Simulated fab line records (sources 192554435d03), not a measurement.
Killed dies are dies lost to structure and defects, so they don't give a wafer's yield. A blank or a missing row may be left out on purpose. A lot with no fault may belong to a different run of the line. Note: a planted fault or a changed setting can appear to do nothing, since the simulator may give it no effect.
fab line records -- flow n5Finfet
[record] lots = 9, wafers = 27, lastDay = 20
route steps=1938 shown BEOL_M9@1417 PASSIVATION@1936
lots that met no fault: taken from a fault-free run of the same line
startH: hours from the record's first day to the start of the lot's first wafer shown -- waitH: hours since the lot's step before -- " same as the row above -- L1.1+2: a row that stands for several wafers -- - value missing, or start not given -- * or withheld: withheld -- < > ~ a bound
route shown NAME@n: NAME is a module with steps in the file, n the number in the route of the first one -- usual: average and standard deviation across the fault-free wafers -- same: alike in all rows -- chamber/n: place in a boat -- sites: each site's reading -- _std_site: the standard deviation of these -- _edge_site: mean of outer sites minus mean of inner sites -- radiusMm: for every site, how far away it sits from the centre of the wafer -- mask NAME#n: copy n -- behind: the most recent tool/chamber to have shaped the wafer -- hold: why the lot went on hold/how many hours it stayed there/how the hold came to an end -- device: names the non-switching transistor (n, p or np) -- end of line: at the end of the route, the tests of the same wafers -- step lacking rows: just its recipe -- killed: not the wafer's yield, but the dies lost to structure and defects at the first sort -- map: dies across one wafer; x = killed, . = not, _ = none there
set.NAME: the setting as run; set.NAME@STEP: as run at that earlier step -- model.NAME: the simulator's own value behind a step, which no gauge read
the route's steps for a sample of lots (tables are steps, rows are wafers)
services: from which hour (startH, from the record's first day; less than 0 if before it) a tool's chamber was out of use, for how many hours, and why
[[steps]]
[step N5_BEOL_M9_DESCUM_16]
[recipe] chemistry = O2, timeS = 7.9, sourcePowerW = 50, biasPowerW = 20, pressureMtorr = 20, rfFrequencyHz = 2.712e+07, tempC = 40, resist = CAR-ArF, o2FlowSccm = 225
[usual] chamberPressureMTorr = 19.998/0.019, drypumpMotorCurrentA = 5.8/0.45, oesProductAu = 0.79/0.088, rfVppV = 242.8/1.2, showerheadPlenumPTorr = 2.07/0.057, throttleValvePct = 20.49/0.2
lot.wafer,tool,chamber,startH,waitH,chamberPressureMTorr,drypumpMotorCurrentA,oesProductAu,rfHoursCounterH,rfVppV,showerheadPlenumPTorr,throttleValvePct
L485.2,rieDiel-05,0,268.71,0.2,19.989,5.9,0.68,229,242.1,2.07,20.35
L485.3,rieDiel-05,3,268.71,0.2,20.013,6.3,0.75,165,243.8,2.08,20.70
L485.4,rieDiel-05,2,268.71,0.2,20.003,6.2,0.91,27,244.8,2.04,20.36
L487.1,rieDiel-02,0,273.73,0.0,19.991,4.8,0.94,19,243.3,2.15,20.44
L487.2,rieDiel-02,2,273.73,0.0,19.985,6.0,0.85,83,242.3,2.04,20.49
L487.5,rieDiel-02,1,273.73,0.0,19.988,5.6,0.73,-,242.3,2.00,20.73
L486.1,rieDiel-05,2,280.95,0.0,19.957,6.2,0.90,31,243.0,2.04,20.40
L486.2,rieDiel-05,3,280.95,0.0,20.007,6.3,0.75,170,244.1,2.08,20.73
L486.4,rieDiel-05,0,280.95,0.0,19.997,5.8,0.68,233,243.3,2.07,20.32
L489.3,rieDiel-02,3,283.88,0.0,19.990,5.9,0.72,201,243.1,2.00,20.40
L489.5,rieDiel-02,1,283.88,0.0,19.976,5.6,0.73,-,241.7,2.00,20.74
L489.6,rieDiel-02,2,283.88,0.0,20.001,6.1,0.84,-,242.5,2.03,20.50
L494.1,rieDiel-05,0,308.91,0.0,20.027,5.8,0.67,244,243.0,2.07,20.36
L494.2,rieDiel-05,2,308.91,0.0,19.983,6.2,0.90,37,241.8,2.04,20.40
L494.4,rieDiel-05,1,308.91,0.0,19.974,5.3,0.86,69,242.9,2.13,20.25
L502.1,rieDiel-05,3,367.42,0.4,19.941,6.3,0.72,207,243.9,2.06,20.77
L502.2,rieDiel-05,0,367.42,0.4,19.986,5.8,0.96,7,242.7,2.06,20.03
L502.5,rieDiel-05,3,367.42,0.4,19.985,6.4,0.72,-,243.9,2.06,20.77
L501.1,rieDiel-05,1,374.57,0.1,19.993,5.3,0.82,99,243.7,2.12,20.29
L501.4,rieDiel-05,0,374.57,0.1,20.003,5.8,0.95,10,243.0,2.06,20.04
L501.6,rieDiel-05,1,374.57,0.1,19.986,5.4,0.83,-,244.1,2.12,20.27
L506.1,rieDiel-05,3,396.44,0.0,20.010,6.4,0.72,214,242.2,2.06,20.79
L506.2,rieDiel-05,2,396.44,0.0,20.009,6.2,0.84,75,242.1,2.03,20.48
L506.3,rieDiel-05,1,396.44,0.0,20.004,5.4,0.81,106,244.2,2.11,20.30
L504.1,rieDiel-03,3,413.21,0.2,19.990,5.6,0.67,236,244.4,2.15,20.67
L504.4,rieDiel-03,0,413.21,0.2,19.997,6.0,0.76,155,245.0,2.17,20.50
L504.5,rieDiel-03,0,413.21,0.2,19.987,5.9,0.76,-,244.5,2.17,20.48
[step N5_BEOL_M9_STRIP_67]
[recipe] chemistry = CF4, resist = SiARC, powerW = 300, biasPowerW = 75, pressureMtorr = 50, cf4FlowSccm = 150, rfFrequencyHz = 6e+07
[usual] chamberPressureMTorr = 50.00/0.048, drypumpMotorCurrentA = 5.8/0.45, oesProductAu = 0.79/0.083, powerW = 300.0/0.85, rfVppV = 270.6/1.4, showerheadPlenumPTorr = 1.77/0.045, throttleValvePct = 13.63/0.24
lot.wafer,tool,chamber,startH,waitH,chamberPressureMTorr,drypumpMotorCurrentA,oesProductAu,powerW,rfHoursCounterH,rfVppV,showerheadPlenumPTorr,throttleValvePct
L485.2,rieDiel-05,0,268.94,0.0,49.94,5.8,0.69,301.9,229,268.8,1.77,13.55
L485.3,rieDiel-05,3,268.94,0.0,50.05,6.4,0.74,299.0,165,270.5,1.79,13.88
L485.4,rieDiel-05,2,268.94,0.0,50.08,6.2,0.89,300.5,27,270.1,1.76,13.52
L487.1,rieDiel-02,0,273.96,0.0,49.93,4.8,0.93,300.3,19,272.5,1.83,13.44
L487.2,rieDiel-02,2,273.96,0.0,50.00,6.1,0.83,300.1,83,270.7,1.74,13.56
L487.5,rieDiel-02,1,273.96,0.0,49.95,5.6,0.74,301.8,-,269.0,1.71,13.81
L486.1,rieDiel-05,3,281.18,0.0,50.03,6.4,0.75,299.2,170,272.4,1.78,13.88
L486.2,rieDiel-05,1,281.18,0.0,49.99,5.3,0.86,299.8,58,273.5,1.81,13.25
L486.4,rieDiel-05,3,281.18,0.0,49.97,6.4,0.74,300.5,-,270.2,1.79,13.89
L489.3,rieDiel-02,3,284.11,0.0,49.99,5.9,0.71,300.5,201,270.1,1.72,13.62
L489.5,rieDiel-02,1,284.11,0.0,49.96,5.6,0.73,300.3,-,269.1,1.71,13.84
L489.6,rieDiel-02,2,284.11,0.0,49.93,6.1,0.83,301.0,-,268.7,1.74,13.58
L494.1,rieDiel-05,0,309.14,0.0,49.99,5.8,0.68,300.7,244,270.2,1.77,13.57
L494.2,rieDiel-05,2,309.14,0.0,50.00,6.2,0.90,300.5,37,268.5,1.76,13.56
L494.4,rieDiel-05,1,309.14,0.0,50.17,5.3,0.85,299.3,69,272.7,1.81,13.28
L502.1,rieDiel-05,3,367.65,0.0,49.92,6.3,0.72,299.0,207,270.9,1.77,13.97
L502.2,rieDiel-05,0,367.65,0.0,49.99,5.8,0.95,300.2,7,270.7,1.77,13.06
L502.5,rieDiel-05,3,367.65,0.0,50.04,6.4,0.72,300.0,-,269.4,1.77,13.97
L501.1,rieDiel-05,1,374.80,0.0,50.04,5.4,0.81,298.2,99,272.5,1.80,13.34
L501.4,rieDiel-05,0,374.80,0.0,50.09,5.8,0.94,298.1,10,270.1,1.77,13.07
L501.6,rieDiel-05,1,374.80,0.0,49.96,5.3,0.80,298.7,-,271.8,1.80,13.35
L506.1,rieDiel-05,3,396.67,0.0,49.96,6.4,0.72,300.2,214,270.9,1.77,13.98
L506.2,rieDiel-05,2,396.67,0.0,49.95,6.2,0.83,300.2,75,269.0,1.75,13.63
L506.3,rieDiel-05,1,396.67,0.0,49.97,5.3,0.81,300.0,106,271.8,1.80,13.35
L504.1,rieDiel-03,3,413.44,0.0,49.96,5.5,0.67,301.1,236,272.0,1.83,13.85
L504.4,rieDiel-03,0,413.44,0.0,49.93,5.9,0.76,300.7,155,272.3,1.87,13.75
L504.5,rieDiel-03,0,413.44,0.0,49.96,5.9,0.75,299.8,-,271.7,1.87,13.74
[step N5_BEOL_M9_INSPECT_30]
[recipe] mode = adi, inspectInstrument = brightfield
[usual] rawDefectCount = 420/86
lot.wafer,tool,chamber,startH,waitH,rawDefectCount
L485.2,defectInspect-01,-,269.86,0.0,428
L485.3,defectInspect-01,-,269.86,0.0,369
L485.4,defectInspect-01,-,269.86,0.0,390
L487.1,defectInspect-01,-,274.68,0.1,393
L487.2,defectInspect-01,-,274.68,0.1,423
L487.5,defectInspect-01,-,274.68,0.1,342
L486.1,defectInspect-02,-,281.90,0.1,578
L486.2,defectInspect-02,-,281.90,0.1,670
L486.4,defectInspect-02,-,281.90,0.1,454
L489.3,defectInspect-01,-,284.82,0.0,464
L489.5,defectInspect-01,-,284.82,0.0,361
L489.6,defectInspect-01,-,284.82,0.0,441
L494.1,defectInspect-02,-,309.87,0.1,346
L494.2,defectInspect-02,-,309.87,0.1,292
L494.4,defectInspect-02,-,309.87,0.1,355
L502.1,defectInspect-01,-,368.26,0.1,475
L502.2,defectInspect-01,-,368.26,0.1,333
L502.5,defectInspect-01,-,368.26,0.1,389
L501.1,defectInspect-01,-,378.28,0.1,328
L501.4,defectInspect-01,-,378.28,0.1,336
L501.6,defectInspect-01,-,378.28,0.1,389
L506.1,defectInspect-02,-,397.60,0.1,374
L506.2,defectInspect-02,-,397.60,0.1,698
L506.3,defectInspect-02,-,397.60,0.1,403
L504.1,defectInspect-02,-,414.09,0.1,443
L504.4,defectInspect-02,-,414.09,0.1,639
L504.5,defectInspect-02,-,414.09,0.1,478
[step N5_BEOL_M9_ETCH_76]
[recipe] chemistry = N2/H2, target = underlayer, targetDepthA = 65, maskMaterial = CAR-EUV, timeS = 5.2, ionEnergyEv = 200, pressureMtorr = 30, sourceW = 840, biasW = 150, n2FlowSccm = 200, h2FlowSccm = 200, ends = cleared
[usual] chamberPressureMTorr = 30.00/0.041, drypumpMotorCurrentA = 5.7/0.37, etchRfOnTimeS = 5.20/0.082, oesProductAu = 0.65/0.072, rfVppV = 523.5/2.8, showerheadPlenumPTorr = 2.53/0.084, throttleValvePct = 17.98/0.24
lot.wafer,tool,chamber,startH,waitH,chamberPressureMTorr,drypumpMotorCurrentA,etchRfOnTimeS,oesProductAu,rfHoursCounterH,rfVppV,showerheadPlenumPTorr,throttleValvePct
L485.2,rieDiel-02,2,269.93,0.0,30.00,6.1,5.13,0.71,82,522.7,2.47,17.85
L485.3,rieDiel-02,0,269.93,0.0,29.98,4.8,5.09,0.80,17,524.8,2.59,17.80
L485.4,rieDiel-02,3,269.93,0.0,30.01,5.9,5.17,0.61,197,520.4,2.42,17.94
L487.1,rieDiel-03,0,274.75,0.0,29.91,5.9,5.20,0.67,119,529.0,2.67,18.06
L487.2,rieDiel-03,1,274.75,0.0,30.05,5.8,5.22,0.60,208,521.9,2.52,18.33
L487.5,rieDiel-03,0,274.75,0.0,29.96,5.9,5.23,0.67,-,530.1,2.67,18.04
L486.1,rieDiel-02,3,282.10,0.0,30.00,5.9,5.14,0.61,200,519.4,2.42,17.94
L486.2,rieDiel-02,1,282.10,0.0,30.00,5.6,5.25,0.62,181,521.0,2.43,18.16
L486.4,rieDiel-02,0,282.10,0.0,29.92,4.8,5.12,0.80,21,525.1,2.59,17.77
L489.3,rieDiel-03,1,284.89,0.0,30.01,5.7,5.21,0.59,211,525.2,2.52,18.37
L489.5,rieDiel-03,3,284.89,0.0,30.09,5.5,5.30,0.57,-,527.0,2.63,18.02
L489.6,rieDiel-03,0,284.89,0.0,29.99,5.9,5.17,0.67,-,527.4,2.66,18.06
L494.1,rieDiel-03,0,310.10,0.0,30.00,5.9,5.14,0.66,131,526.7,2.66,18.09
L494.2,rieDiel-03,1,310.10,0.0,30.03,5.7,6.20,0.54,218,524.4,2.52,18.36
L494.4,rieDiel-03,3,310.10,0.0,30.02,5.5,5.24,0.58,210,525.7,2.63,18.06
L502.1,rieDiel-05,0,368.73,0.0,30.00,5.8,5.20,0.80,8,521.2,2.49,17.42
L502.2,rieDiel-05,3,368.73,0.0,29.95,6.4,5.13,0.60,207,522.6,2.51,18.22
L502.5,rieDiel-05,0,368.73,0.0,30.03,5.8,5.29,0.81,-,524.3,2.49,17.42
L501.1,rieDiel-05,2,378.35,0.0,30.02,6.2,5.07,0.73,69,520.8,2.47,17.81
L501.4,rieDiel-05,0,378.35,0.0,30.02,5.8,5.27,0.80,11,523.3,2.49,17.44
L501.6,rieDiel-05,0,378.35,0.0,30.01,5.8,5.25,0.81,-,524.7,2.49,17.43
L506.1,rieDiel-05,3,397.67,0.0,29.91,6.4,5.24,0.60,214,523.2,2.51,18.23
L506.2,rieDiel-05,0,397.67,0.0,30.03,5.8,5.33,0.79,17,523.2,2.49,17.44
L506.3,rieDiel-05,2,397.67,0.0,30.01,6.2,5.12,0.72,75,523.7,2.47,17.85
L504.1,rieDiel-05,0,414.16,0.0,30.02,5.8,5.21,0.78,23,521.6,2.48,17.44
L504.4,rieDiel-05,1,414.16,0.0,29.96,5.4,5.10,0.69,111,524.4,2.56,17.74
L504.5,rieDiel-05,1,414.16,0.0,30.01,5.4,5.09,0.69,-,524.1,2.56,17.75
[step N5_PASSIVATION_PROBE_49]
[usual] defectLimitedYield = 91.2/1.3, killed_at_M0_to_M3 = 34/9.2, killed_at_M4_up = 14/5, killedAtContacts = 13/6.7, killedAtFrontEnd = 39/12, killedAtOther = 4/3.3, killedDies = 104/15, killedOnRim = 14/3.7, killedOpen = 68/12, killedShort = 34/7.5, sort_bin_5_function = 5.2/0.87, sort_bin_6_memory = 3.3/0.63, sortNPass = 1076/15, sortYieldPct = 91.2/1.3
[same] grossDies = 1180, killedAtBackSide = 0, sort_bin_4_leakage[%] = 0, sort_bin_8_speed[%] = 0
lot.wafer,tool,chamber,startH,waitH,defectLimitedYield[%],killed_at_M0_to_M3,killed_at_M4_up,killedAtContacts,killedAtFrontEnd,killedAtOther,killedDies,killedOnRim,killedOpen,killedShort,sort_bin_5_function[%],sort_bin_6_memory[%],sortNPass,sortYieldPct[%]
L487.1,prober-01,-,341.28,0.0,91.4,25,19,12,40,6,102,16,60,37,5.1,3.1,1078,91.4
L487.2,prober-01,-,341.33,0.1,88.2,30,16,19,72,2,139,22,106,31,7.2,4.4,1041,88.2
L487.5,prober-01,-,341.48,0.2,89.3,31,21,9,61,4,126,15,82,39,5.5,4.9,1054,89.3
L486.1,prober-01,-,341.58,0.2,92.5,16,18,16,37,2,89,12,60,29,4.6,2.7,1091,92.5
L486.2,prober-01,-,341.63,0.3,91.1,34,8,24,37,2,105,14,74,31,5.3,3.3,1075,91.1
L486.4,prober-01,-,341.73,0.4,92.0,23,9,19,39,4,94,10,62,27,4.7,2.4,1086,92.0
L489.3,prober-01,-,350.22,0.1,91.7,34,13,11,26,14,98,16,60,36,5.0,3.1,1082,91.7
L489.5,prober-01,-,350.32,0.2,89.7,37,20,15,48,1,121,17,86,31,6.6,3.6,1059,89.7
L489.6,prober-01,-,350.37,0.3,91.4,31,16,13,38,3,101,12,68,30,4.6,3.7,1079,91.4
L502.2,prober-02,-,438.08,0.5,90.6,34,16,8,46,7,111,15,74,31,5.6,3.5,1069,90.6
L502.5,prober-02,-,438.23,0.7,91.7,23,15,12,36,12,98,16,58,36,5.5,2.4,1082,91.7
L501.1,prober-02,-,439.84,0.3,89.3,55,11,9,48,3,126,16,83,40,7.4,2.6,1054,89.3
L501.4,prober-02,-,439.99,0.5,91.2,31,7,10,50,6,104,13,59,45,4.8,3.3,1076,91.2
L501.6,prober-02,-,440.09,0.6,91.0,34,8,10,51,3,106,13,68,37,5.1,3.5,1074,91.0
L504.1,prober-02,-,478.68,0.0,92.2,31,12,12,35,2,92,11,65,26,4.8,2.7,1088,92.2
L504.4,prober-02,-,478.83,0.2,89.9,38,21,16,37,7,119,20,76,38,6.3,3.1,1061,89.9
L504.5,prober-02,-,478.88,0.2,91.7,32,8,12,45,1,98,12,63,32,5.1,2.7,1082,91.7
// killed by level:class
L487.1 MOL_CONTACT_COAG:geometricParticle:open=10 FIN_SAQP:geometricParticle:short=8 STI_FIN_REVEAL:geometricParticle:open=7 BEOL_M4:geometricParticle:open=7 BEOL_M3:geometricParticle:open=6 FIN_SAQP:geometricParticle:open=5 BEOL_M0_SAQP:geometricParticle:short=5 GATE_CUT:geometricParticle:short=4
L487.2 FIN_SAQP:geometricParticle:open=34 MOL_CONTACT_COAG:geometricParticle:open=16 STI_FIN_REVEAL:geometricParticle:open=11 FIN_SAQP:geometricParticle:short=9 BEOL_M3:geometricParticle:open=8 BEOL_M0_SAQP:geometricParticle:open=6 BEOL_M2:geometricParticle:open=6 DUMMY_GATE:geometricParticle:open=4
L487.5 STI_FIN_REVEAL:geometricParticle:open=15 FIN_SAQP:geometricParticle:open=14 FIN_SAQP:geometricParticle:short=9 BEOL_M4:geometricParticle:open=9 BEOL_M0_SAQP:geometricParticle:short=7 BEOL_M0_SAQP:geometricParticle:open=6 BEOL_M2:geometricParticle:open=6 GATE_CUT:geometricParticle:short=5
L486.1 MOL_CONTACT_COAG:geometricParticle:open=13 BEOL_M4:geometricParticle:open=8 FIN_SAQP:geometricParticle:open=7 FIN_SAQP:geometricParticle:short=6 GATE_CUT:geometricParticle:short=5 BEOL_M3:geometricParticle:open=5 ILD0:geometricParticle:open=4 STARTING-WAFER:geometricParticle:short=4
L486.2 MOL_CONTACT_COAG:geometricParticle:open=20 BEOL_M2:geometricParticle:open=13 BEOL_M3:geometricParticle:open=9 GATE_CUT:geometricParticle:short=7 STI_FIN_REVEAL:geometricParticle:open=5 DUMMY_GATE:geometricParticle:open=5 STARTING-WAFER:geometricParticle:short=5 FIN_SAQP:geometricParticle:short=4
L486.4 MOL_CONTACT_COAG:geometricParticle:open=13 FIN_SAQP:geometricParticle:open=9 STI_FIN_REVEAL:geometricParticle:open=8 BEOL_M3:geometricParticle:open=6 MOL_CONTACT_COAG:geometricParticle:short=6 FIN_SAQP:geometricParticle:short=4 BEOL_M1:geometricParticle:open=4 BEOL_M4:geometricParticle:open=4
L489.3 MOL_CONTACT_COAG:geometricParticle:open=10 BEOL_M0_SAQP:geometricParticle:short=9 BEOL_M4:geometricParticle:open=9 BEOL_M1:geometricParticle:open=6 BEOL_M0_SAQP:geometricParticle:open=6 BEOL_M3:geometricParticle:open=6 FIN_SAQP:geometricParticle:short=4 STI_FIN_REVEAL:geometricParticle:open=4
L489.5 STI_FIN_REVEAL:geometricParticle:open=14 MOL_CONTACT_COAG:geometricParticle:open=12 BEOL_M4:geometricParticle:open=12 BEOL_M1:geometricParticle:open=10 BEOL_M2:geometricParticle:open=8 FIN_SAQP:geometricParticle:short=7 DUMMY_GATE:geometricParticle:open=7 BEOL_M0_SAQP:geometricParticle:open=7
L489.6 MOL_CONTACT_COAG:geometricParticle:open=12 BEOL_M0:geometricParticle:open=8 FIN_SAQP:geometricParticle:open=7 BEOL_M0_SAQP:geometricParticle:short=7 FIN_SAQP:geometricParticle:short=6 BEOL_M4:geometricParticle:open=6 STI_FIN_REVEAL:geometricParticle:open=4 BEOL_M3:geometricParticle:open=4
L502.2 FIN_SAQP:geometricParticle:open=12 FIN_SAQP:geometricParticle:short=11 BEOL_M2:geometricParticle:open=9 MOL_CONTACT_COAG:geometricParticle:open=7 BEOL_M0:geometricParticle:open=7 STI_FIN_REVEAL:geometricParticle:open=6 DUMMY_GATE:geometricParticle:open=5 BEOL_M5:geometricParticle:open=5
L502.5 FIN_SAQP:geometricParticle:short=14 MOL_CONTACT_COAG:geometricParticle:open=11 FIN_SAQP:geometricParticle:open=10 BEOL_M0_SAQP:geometricParticle:short=6 BEOL_M4:geometricParticle:open=5 GATE_CUT:geometricParticle:short=4 BEOL_M3:geometricParticle:open=4 BEOL_M5:geometricParticle:open=3
L501.1 BEOL_M3:geometricParticle:open=19 FIN_SAQP:geometricParticle:short=15 FIN_SAQP:geometricParticle:open=13 BEOL_M1:geometricParticle:open=9 MOL_CONTACT_COAG:geometricParticle:open=7 BEOL_M2:geometricParticle:open=7 STI_FIN_REVEAL:geometricParticle:open=6 BEOL_M0_SAQP:geometricParticle:short=5
L501.4 FIN_SAQP:geometricParticle:short=18 STI_FIN_REVEAL:geometricParticle:open=11 MOL_CONTACT_COAG:geometricParticle:open=8 BEOL_M0_SAQP:geometricParticle:open=8 BEOL_M0_SAQP:geometricParticle:short=7 BEOL_M2:geometricParticle:open=6 DUMMY_GATE:geometricParticle:open=4 FIN_SAQP:geometricParticle:open=3
L501.6 FIN_SAQP:geometricParticle:open=15 FIN_SAQP:geometricParticle:short=10 BEOL_M3:geometricParticle:open=8 MOL_CONTACT_COAG:geometricParticle:open=7 ILD0:geometricParticle:short=6 BEOL_M2:geometricParticle:open=6 BEOL_M0_SAQP:geometricParticle:open=5 DUMMY_GATE:geometricParticle:open=4
L504.1 BEOL_M1:geometricParticle:open=13 MOL_CONTACT_COAG:geometricParticle:open=8 DUMMY_GATE:geometricParticle:open=7 STI_FIN_REVEAL:geometricParticle:open=6 BEOL_M0_SAQP:geometricParticle:open=5 BEOL_M2:geometricParticle:open=5 GATE_CUT:geometricParticle:short=4 MOL_CONTACT_COAG:geometricParticle:short=4
L504.4 MOL_CONTACT_COAG:geometricParticle:open=15 BEOL_M0_SAQP:geometricParticle:open=11 STI_FIN_REVEAL:geometricParticle:open=9 BEOL_M0_SAQP:geometricParticle:short=9 BEOL_M5:geometricParticle:open=8 FIN_SAQP:geometricParticle:short=6 BEOL_M1:geometricParticle:open=6 BEOL_M2:geometricParticle:open=6
L504.5 STI_FIN_REVEAL:geometricParticle:open=14 MOL_CONTACT_COAG:geometricParticle:open=11 BEOL_M0_SAQP:geometricParticle:short=9 FIN_SAQP:geometricParticle:open=6 BEOL_M0_SAQP:geometricParticle:open=6 BEOL_M2:geometricParticle:open=6 FIN_SAQP:geometricParticle:short=5 BEOL_M3:geometricParticle:open=4
[[services]]
tool,chamber,startH,hours,kind
rieDiel-05,0,249.90,1.2,repair
rieDiel-02,3,250.98,4.4,repair
rieDiel-03,3,251.86,6.5,repair
rieDiel-05,2,281.14,7.1,repair
rieDiel-02,0,294.77,12.3,repair
rieDiel-03,1,312.30,15.5,repair
rieDiel-05,3,315.21,3.1,repair
rieDiel-05,0,321.37,-,clean
rieDiel-05,0,321.37,-,consumableReplace:focusRing
rieDiel-05,0,321.37,26.0,scheduledDown
rieDiel-05,0,321.37,26.0,ventCycle
rieDiel-02,2,322.19,4.5,repair
rieDiel-03,-,327.21,28.1,pm
rieDiel-05,-,329.22,0.3,repair
rieDiel-02,-,332.96,1.8,repair
rieDiel-02,0,350.85,2.9,repair
rieDiel-03,2,358.60,-,clean
rieDiel-03,2,358.60,-,consumableReplace:focusRing
rieDiel-03,2,358.60,-,consumableReplace:showerhead
rieDiel-02,-,368.45,4.3,pm
rieDiel-03,-,374.24,1.1,repair
rieDiel-05,3,381.29,7.0,repair
rieDiel-03,-,408.89,2.8,pm
rieDiel-02,-,412.46,0.3,repair
[[key]]
[firstSign] step = N5_BEOL_M9_ETCH_76, reading = etchRfOnTimeS, direction = up, sigmas = 12, usual = *, struck = *
effect none on later readings
metAt N5_BEOL_M9_ETCH_76
struckLots L494
struckWafers L494.2
notActingAt N5_BEOL_M9_DESCUM_16,N5_BEOL_M9_STRIP_67,N5_BEOL_M9_INSPECT_30
onsetBetween 284.89 310.10
[fault] kind = processParameterDrift, tool = rieDiel-03, chamber = -, onsetH = 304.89, steps = N5_BEOL_M9_ETCH_76, channel = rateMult, offset = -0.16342, shape = step, endH = 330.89, scope = struckWafersOnly
